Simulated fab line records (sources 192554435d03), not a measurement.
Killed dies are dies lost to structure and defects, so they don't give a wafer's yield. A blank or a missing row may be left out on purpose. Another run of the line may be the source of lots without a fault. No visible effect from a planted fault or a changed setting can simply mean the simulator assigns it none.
fab line records ; flow n5Finfet ; part 2 of 2: steps 5 to 6 of 6
[record] lots = 24; wafers = 72; lastDay = 18
route steps=1938 shown FIN_SAQP@146 DUMMY_GATE@219
lots that met no fault: taken from a fault-free run of the same line
startH: start of the lot's first displayed wafer, in hours after the record's first day ; waitH: hours from the lot's prior step to this one ; " same as the row above ; L1.1+2: one row covering several wafers at once ; - either no value or no given start ; * or withheld: withheld ; < > ~ a bound
route shown NAME@n: a module of which the file shows steps, and the number in the route of the first ; usual: mean and standard deviation over wafers with no fault ; same: alike in all rows ; chamber/n: place in a boat ; sites: the reading at each site ; _std_site: how widely they spread, as a standard deviation ; _edge_site: outer sites' mean less inner sites' ; radiusMm: for every site, how far away it sits from the centre of the wafer ; mask NAME#n: copy n ; behind: tool/chamber where the wafer was last shaped ; hold: why the lot went on hold/how many hours it stayed there/how the hold came to an end ; device: which transistor (n, p or np) failed to switch ; end of line: tests run on the same wafers once the route is complete ; a step with no rows: only its recipe ; killed: at the first sort, the dies lost to defects and structure; wafer yield is something else ; map: a wafer's dies, marking killed ones x, the rest . and places with no die _
set.NAME: the setting the step ran with; set.NAME@STEP: the setting that earlier step ran with ; model.NAME: the simulator's own value behind a step, which no gauge read
one table for each step of the route and one row for each wafer, over a sample of lots
services: when a tool's chamber went out of use (startH, in hours from the record's first day, below 0 if earlier), for how many hours, and the reason
[[steps]]
[step N5_DUMMY_GATE_STRIP_40]
[recipe] chemistry = CF4; resist = SiARC; powerW = 300; biasPowerW = 75; pressureMtorr = 50; cf4FlowSccm = 150; rfFrequencyHz = 6e+07
[usual] biasPowerW = 74.97/0.23; drypumpMotorCurrentA = 5.6/0.41; oesProductAu = 0.80/0.089; powerW = 300.1/0.87; rfVppV = 271.5/1.4; showerheadPlenumPTorr = 1.81/0.044; throttleValvePct = 13.55/0.18
lot.wafer;tool;chamber;startH;waitH;biasPowerW;drypumpMotorCurrentA;oesProductAu;powerW;rfHoursCounterH;rfVppV;showerheadPlenumPTorr;throttleValvePct
L074.1;rieDiel-02;0;46.57;0.1;75.05;5.4;0.71;300.0;218;269.2;1.71;13.68
L074.3;rieDiel-02;3;46.57;0.1;74.84;5.2;0.74;298.8;132;274.0;1.87;13.71
L074.6;rieDiel-02;2;46.57;0.1;75.07;5.6;0.78;300.2;-;270.8;1.82;13.43
L075.1;rieDiel-02;2;55.08;0.1;75.13;5.6;0.78;300.0;126;270.6;1.82;13.44
L075.3;rieDiel-02;0;55.08;0.1;75.42;5.3;0.71;300.2;221;268.9;1.71;13.67
L075.4;rieDiel-02;3;55.08;0.1;74.74;5.1;0.74;300.0;135;272.9;1.87;13.71
L077.1;rieDiel-02;2;65.81;0.1;75.07;5.6;0.78;301.1;129;270.6;1.81;13.47
L077.3;rieDiel-02;3;65.81;0.1;75.14;5.2;0.74;300.2;138;273.0;1.87;13.72
L077.6;rieDiel-02;3;65.81;0.1;75.19;5.2;0.73;299.2;-;272.4;1.87;13.71
L076.1;rieDiel-05;2;67.83;0.3;74.74;5.5;0.96;300.8;6;272.9;1.84;13.35
L076.3;rieDiel-05;3;67.83;0.3;74.69;5.6;0.69;300.0;243;270.8;1.77;13.83
L076.6;rieDiel-05;3;67.83;0.3;74.84;5.6;0.69;301.0;-;270.6;1.77;13.82
L078.2;rieDiel-02;0;73.73;0.1;75.08;5.4;0.70;300.0;226;268.3;1.71;13.69
L078.4;rieDiel-02;1;73.73;0.1;75.01;4.9;0.70;298.3;220;271.4;1.84;13.71
L078.5;rieDiel-02;0;73.73;0.1;75.16;5.4;0.71;299.8;-;268.4;1.71;13.70
L079.1;rieDiel-05;0;79.02;0.1;74.69;6.2;0.77;301.1;139;272.8;1.86;13.74
L079.3;rieDiel-05;3;79.02;0.1;74.68;5.6;0.68;299.8;247;271.4;1.77;13.83
L079.4;rieDiel-05;2;79.02;0.1;74.89;5.5;0.95;300.5;9;273.2;1.84;13.34
L080.2;rieDiel-04;1;83.35;0.1;74.96;5.3;0.66;299.1;264;271.2;1.76;13.78
L080.4;rieDiel-04;1;83.35;0.1;75.32;5.4;0.67;298.8;-;270.1;1.76;13.78
L080.5;rieDiel-04;0;83.35;0.1;75.05;5.9;0.79;300.9;-;272.5;1.79;13.29
L081.1;rieDiel-04;2;87.68;0.1;74.70;6.4;0.90;300.7;20;271.6;1.85;13.56
L081.4;rieDiel-04;0;87.68;0.1;75.21;5.9;0.79;298.2;-;269.5;1.79;13.31
L081.5;rieDiel-04;1;87.68;0.1;75.16;5.4;0.67;299.6;-;270.6;1.76;13.78
L082.1;rieDiel-05;2;93.93;0.1;75.16;5.5;0.93;300.2;14;273.7;1.84;13.35
L082.3;rieDiel-05;1;93.93;0.1;75.17;5.6;0.76;299.3;128;270.1;1.80;13.46
L082.5;rieDiel-05;1;93.93;0.1;75.34;5.6;0.76;300.6;-;271.9;1.80;13.47
L083.1;rieDiel-02;3;100.38;0.1;74.63;5.2;0.73;299.2;147;274.1;1.86;13.76
L083.5;rieDiel-02;2;100.38;0.1;74.91;5.6;0.77;300.1;-;271.7;1.81;13.48
L083.6;rieDiel-02;3;100.38;0.1;74.78;5.2;0.73;298.9;-;273.0;1.86;13.73
L084.2;rieDiel-04;2;106.00;0.2;74.88;6.4;0.90;299.6;27;271.1;1.84;13.57
L084.3;rieDiel-04;3;106.00;0.2;75.02;5.7;0.91;299.4;14;271.8;1.85;13.55
L084.5;rieDiel-04;0;106.00;0.2;74.86;5.9;0.78;301.0;-;273.2;1.79;13.31
L085.3;rieDiel-05;2;114.42;0.1;75.10;5.5;0.92;299.5;21;270.7;1.84;13.38
L085.5;rieDiel-05;2;114.42;0.1;75.48;5.5;0.92;300.3;-;272.1;1.84;13.38
L085.6;rieDiel-05;0;114.42;0.1;75.09;6.2;0.76;300.1;-;272.9;1.85;13.79
L086.1;rieDiel-05;0;120.86;0.1;75.09;6.2;0.75;300.0;152;272.6;1.85;13.78
L086.3;rieDiel-05;3;120.86;0.1;74.93;5.6;0.94;299.0;4;269.5;1.77;13.27
L086.4;rieDiel-05;1;120.86;0.1;75.27;5.6;0.75;302.2;136;272.4;1.80;13.50
L087.2;rieDiel-04;2;126.40;0.1;75.12;6.4;0.88;301.9;33;271.4;1.84;13.57
L087.3;rieDiel-04;0;126.40;0.1;74.74;5.9;0.79;299.8;120;271.4;1.78;13.33
L087.5;rieDiel-04;3;126.40;0.1;74.99;5.7;0.89;299.7;-;272.4;1.84;13.59
L088.1;rieDiel-04;2;131.88;0.1;74.81;6.3;0.87;299.4;36;270.7;1.84;13.59
L088.4;rieDiel-04;2;131.88;0.1;74.56;6.3;0.88;299.3;-;270.7;1.84;13.57
L088.5;rieDiel-04;3;131.88;0.1;74.56;5.7;0.89;301.0;-;271.8;1.84;13.57
L089.1;rieDiel-04;2;135.52;0.1;74.76;6.3;0.88;299.6;37;271.0;1.84;13.58
L089.5;rieDiel-04;2;135.52;0.1;75.10;6.4;0.88;300.3;-;272.1;1.84;13.58
L089.6;rieDiel-04;3;135.52;0.1;74.97;5.7;0.89;300.9;-;273.0;1.84;13.59
L090.1;rieDiel-04;3;146.85;0.1;75.03;5.7;0.88;301.1;28;272.5;1.84;13.57
L090.3;rieDiel-04;1;146.85;0.1;74.87;5.4;0.97;299.7;1;270.1;1.75;13.20
L090.5;rieDiel-04;0;146.85;0.1;74.67;5.9;0.77;300.5;-;271.3;1.78;13.34
L091.3;rieDiel-02;1;149.86;0.1;74.84;4.9;0.69;300.6;242;272.2;1.84;13.75
L091.4;rieDiel-02;3;149.86;0.1;74.74;5.2;0.72;299.7;-;274.0;1.86;13.79
L091.6;rieDiel-02;0;149.86;0.1;74.91;5.4;0.69;300.5;-;268.8;1.71;13.73
L092.3;rieDiel-02;0;155.62;0.1;74.61;5.4;0.70;299.4;249;268.3;1.71;13.73
L092.4;rieDiel-02;2;155.62;0.1;75.16;5.6;0.75;300.6;154;270.9;1.81;13.53
L092.6;rieDiel-02;1;155.62;0.1;75.16;4.9;0.70;299.4;-;272.5;1.84;13.75
L093.3;rieDiel-05;0;167.41;0.1;74.89;6.1;0.74;299.7;164;273.2;1.85;13.80
L093.4;rieDiel-05;3;167.41;0.1;75.30;5.6;0.92;300.0;16;269.2;1.76;13.30
L093.6;rieDiel-05;0;167.41;0.1;75.18;6.2;0.75;298.6;-;271.8;1.85;13.81
L094.1;rieDiel-04;3;173.30;0.1;74.89;5.7;0.87;301.4;36;270.7;1.84;13.62
L094.5;rieDiel-04;2;173.30;0.1;75.05;6.3;0.86;299.5;-;273.0;1.84;13.61
L094.6;rieDiel-04;3;173.30;0.1;75.41;5.7;0.86;302.1;-;271.3;1.84;13.61
L095.2;rieDiel-04;0;174.67;0.1;74.76;5.9;0.76;299.7;136;269.5;1.78;13.37
L095.4;rieDiel-04;1;174.67;0.1;74.64;5.3;0.93;299.1;8;268.0;1.75;13.20
L095.6;rieDiel-04;1;174.67;0.1;74.65;5.3;0.94;299.5;-;270.7;1.75;13.22
L096.1;rieDiel-04;3;185.71;0.2;75.09;5.7;0.86;300.0;39;273.6;1.84;13.60
L096.5;rieDiel-04;2;185.71;0.2;74.41;6.4;0.86;301.2;-;272.3;1.84;13.62
L096.6;rieDiel-04;3;185.71;0.2;75.16;5.7;0.87;300.2;-;272.6;1.84;13.60
L097.1;rieDiel-05;2;189.37;0.1;75.04;5.5;0.90;301.6;40;270.5;1.83;13.43
L097.2;rieDiel-05;1;189.37;0.1;75.28;5.6;0.73;300.0;154;271.6;1.79;13.54
L097.3;rieDiel-05;3;189.37;0.1;75.04;5.6;0.89;300.3;23;270.6;1.76;13.32
[step N5_DUMMY_GATE_HM_OPEN_21]
[recipe] chemistry = CH3F/O2; target = SiNx; targetDepthA = 1200; Ar_flow_sccm = 150; CH3F_flow_sccm = 30; O2_flow_sccm = 23; timeS = 171.4; pressureMtorr = 30; sourceW = 395; biasW = 73; ionEnergyEv = 120.7
[usual] biasW = 72.98/0.21; drypumpMotorCurrentA = 5.6/0.41; oesProductAu = 0.79/0.1; rfVppV = 300.0/2.9; showerheadPlenumPTorr = 2.04/0.056; throttleValvePct = 16.46/0.19
lot.wafer;tool;chamber;startH;waitH;biasW;drypumpMotorCurrentA;oesProductAu;rfHoursCounterH;rfVppV;showerheadPlenumPTorr;throttleValvePct
L074.1;rieDiel-05;1;46.75;0.0;72.78;5.6;0.79;114;298.8;2.04;16.39
L074.3;rieDiel-05;3;46.75;0.0;72.95;5.6;0.69;239;300.4;2.01;16.75
L074.6;rieDiel-05;3;46.75;0.0;72.69;5.6;0.71;-;300.6;2.01;16.73
L075.1;rieDiel-04;1;55.26;0.0;73.03;5.4;0.67;252;301.7;1.98;16.56
L075.3;rieDiel-04;0;55.26;0.0;72.82;5.9;0.82;95;295.1;2.05;16.29
L075.4;rieDiel-04;2;55.26;0.0;73.03;6.3;0.96;-;304.4;2.07;16.43
L077.1;rieDiel-02;1;65.99;0.0;72.89;4.9;0.70;218;297.1;2.08;16.49
L077.3;rieDiel-02;0;65.99;0.0;72.71;5.3;0.70;224;296.1;1.91;16.42
L077.6;rieDiel-02;1;65.99;0.0;73.10;4.9;0.70;-;295.8;2.08;16.50
L076.1;rieDiel-02;2;68.01;0.0;73.01;5.6;0.77;130;297.1;2.02;16.20
L076.3;rieDiel-02;3;68.01;0.0;73.24;5.2;0.73;139;304.3;2.11;16.64
L076.6;rieDiel-02;3;68.01;0.0;73.15;5.1;0.73;-;304.8;2.11;16.64
L078.2;rieDiel-04;2;73.92;0.0;73.01;6.4;0.95;14;302.6;2.07;16.43
L078.4;rieDiel-04;1;73.92;0.0;72.83;5.4;0.67;-;301.8;1.98;16.60
L078.5;rieDiel-04;0;73.92;0.0;73.03;5.9;0.80;-;296.1;2.05;16.29
L079.1;rieDiel-05;0;79.20;0.0;72.82;6.2;0.76;139;303.3;2.11;16.70
L079.3;rieDiel-05;1;79.20;0.0;72.69;5.6;0.78;124;299.9;2.04;16.39
L079.4;rieDiel-05;2;79.20;0.0;72.92;5.5;0.96;9;297.5;2.06;16.23
L080.2;rieDiel-05;2;83.53;0.0;73.34;5.4;0.96;10;299.2;2.06;16.22
L080.4;rieDiel-05;3;83.53;0.0;73.01;5.6;0.69;248;300.0;2.00;16.75
L080.5;rieDiel-05;0;83.53;0.0;73.00;6.2;0.77;-;300.8;2.11;16.73
L081.1;rieDiel-04;2;87.86;0.0;72.77;6.4;0.93;20;302.1;2.07;16.44
L081.4;rieDiel-04;0;87.86;0.0;72.82;5.9;0.80;-;296.5;2.04;16.31
L081.5;rieDiel-04;1;87.86;0.0;73.29;5.4;0.67;-;303.1;1.97;16.61
L082.1;rieDiel-04;2;94.28;0.0;73.02;6.4;0.92;22;302.0;2.07;16.43
L082.3;rieDiel-04;0;94.28;0.0;73.33;5.9;0.80;109;296.0;2.04;16.30
L082.5;rieDiel-04;2;94.28;0.0;73.01;6.4;0.93;-;303.2;2.07;16.44
L083.1;rieDiel-04;1;100.57;0.0;72.65;5.4;0.65;270;302.6;1.97;16.60
L083.5;rieDiel-04;1;100.57;0.0;73.18;5.4;0.66;-;300.6;1.97;16.59
L083.6;rieDiel-04;2;100.57;0.0;73.03;6.4;0.91;-;304.1;2.07;16.45
L084.2;rieDiel-02;2;106.19;0.0;73.08;5.6;0.76;141;299.1;2.02;16.22
L084.3;rieDiel-02;1;106.19;0.0;73.02;4.9;0.70;230;294.7;2.07;16.53
L084.5;rieDiel-02;3;106.19;0.0;73.07;5.2;0.72;-;303.3;2.11;16.66
L085.3;rieDiel-05;0;114.60;0.0;72.70;6.2;0.76;150;302.3;2.11;16.73
L085.5;rieDiel-05;2;114.60;0.0;72.53;5.4;0.92;-;299.1;2.06;16.23
L085.6;rieDiel-05;3;114.60;0.0;73.55;5.6;0.96;-;300.3;2.00;16.29
L086.1;rieDiel-05;0;121.05;0.0;72.70;6.2;0.75;152;301.5;2.11;16.74
L086.3;rieDiel-05;3;121.05;0.0;72.85;5.6;0.95;4;299.0;2.00;16.27
L086.4;rieDiel-05;1;121.05;0.0;72.82;5.6;0.77;136;297.7;2.04;16.44
L087.2;rieDiel-05;2;126.59;0.0;73.10;5.5;0.93;24;298.3;2.06;16.23
L087.3;rieDiel-05;0;126.59;0.0;73.02;6.2;0.76;154;301.1;2.11;16.76
L087.5;rieDiel-05;3;126.59;0.0;72.86;5.6;0.95;-;301.0;2.00;16.32
L088.1;rieDiel-02;2;132.06;0.0;72.73;5.6;0.76;148;297.5;2.01;16.24
L088.4;rieDiel-02;0;132.06;0.0;73.16;5.3;0.68;242;297.6;1.90;16.46
L088.5;rieDiel-02;0;132.06;0.0;72.88;5.4;0.69;-;297.4;1.90;16.47
L089.1;rieDiel-02;3;135.70;0.0;73.00;5.2;0.72;158;305.0;2.11;16.69
L089.5;rieDiel-02;1;135.70;0.0;72.99;4.9;0.68;-;295.7;2.07;16.52
L089.6;rieDiel-02;2;135.70;0.0;72.82;5.6;0.76;-;298.5;2.01;16.23
L090.1;rieDiel-02;1;147.06;0.0;72.52;4.9;0.68;241;294.9;2.07;16.54
L090.3;rieDiel-02;0;147.06;0.0;73.17;5.4;0.67;245;297.0;1.90;16.47
L090.5;rieDiel-02;0;147.06;0.0;73.14;5.3;0.68;-;297.7;1.90;16.47
L091.3;rieDiel-04;3;150.05;0.0;72.92;5.7;0.89;30;305.8;2.07;16.49
L091.4;rieDiel-04;2;150.05;0.0;73.40;6.4;0.90;40;304.2;2.06;16.47
L091.6;rieDiel-04;0;150.05;0.0;72.68;5.9;0.78;-;297.2;2.04;16.35
L092.3;rieDiel-05;3;155.80;0.0;73.06;5.6;0.93;13;299.6;2.00;16.32
L092.4;rieDiel-05;2;155.80;0.0;73.54;5.5;0.90;31;297.8;2.05;16.26
L092.6;rieDiel-05;0;155.80;0.0;72.99;6.2;0.75;-;302.1;2.11;16.75
L093.3;rieDiel-04;0;167.60;0.0;73.14;5.9;0.78;134;296.6;2.03;16.36
L093.4;rieDiel-04;3;167.60;0.0;73.42;5.7;0.89;34;305.3;2.06;16.50
L093.6;rieDiel-04;2;167.60;0.0;73.42;6.4;0.89;-;303.6;2.06;16.48
L094.1;rieDiel-02;3;173.48;0.0;72.97;5.2;0.71;170;305.6;2.10;16.71
L094.5;rieDiel-02;3;173.48;0.0;73.27;5.2;0.71;-;303.6;2.10;16.70
L094.6;rieDiel-02;1;173.48;0.0;73.15;4.9;0.67;-;297.3;2.06;16.56
L095.2;rieDiel-05;3;174.86;0.0;73.00;5.6;0.91;17;300.9;2.00;16.32
L095.4;rieDiel-05;1;174.86;0.0;73.25;5.6;0.76;150;299.7;2.03;16.46
L095.6;rieDiel-05;2;174.86;0.0;72.84;5.5;0.90;-;297.8;2.05;16.28
L096.1;rieDiel-05;1;186.08;0.0;72.91;5.6;0.75;152;299.2;2.03;16.46
L096.5;rieDiel-05;0;186.08;0.0;72.99;6.2;0.74;-;303.9;2.10;16.76
L096.6;rieDiel-05;1;186.08;0.0;73.39;5.6;0.74;-;297.6;2.03;16.44
L097.1;rieDiel-02;0;189.58;0.0;72.95;5.3;0.98;0;302.7;2.15;16.00
L097.2;rieDiel-02;2;189.58;0.0;73.04;5.6;0.73;160;298.2;2.01;16.27
L097.3;rieDiel-02;3;189.58;0.0;73.22;5.2;0.70;171;304.5;2.10;16.71
[[services]]
tool;chamber;startH;hours;kind
rieSi-04;0;5.28;8.0;repair
rieDiel-02;2;19.97;4.2;repair
rieDiel-04;2;27.76;-;clean
rieDiel-04;3;28.67;77.2;repair
rieSi-01;-;45.46;0.5;repair
rieSi-06;0;46.11;1.2;repair
rieSi-01;0;49.64;3.3;repair
rieDiel-05;3;55.54;9.2;repair
rieDiel-04;0;57.00;4.1;repair
rieSi-03;-;59.72;0.9;repair
rieDiel-05;2;63.93;2.1;repair
rieSi-01;-;95.57;4.3;pm
rieDiel-05;1;112.71;3.3;repair
rieSi-03;-;126.61;14.6;pm
rieSi-04;1;129.85;13.3;repair
rieSi-04;2;130.62;24.5;repair
rieSi-04;0;133.50;2.9;repair
rieDiel-04;2;143.32;5.9;repair
rieDiel-04;-;144.48;0.2;repair
rieDiel-02;2;145.20;5.7;repair
rieSi-03;2;153.27;10.2;repair
rieDiel-02;-;174.67;14.6;pm
rieSi-06;0;179.43;4.0;repair
rieSi-01;0;185.59;12.8;repair
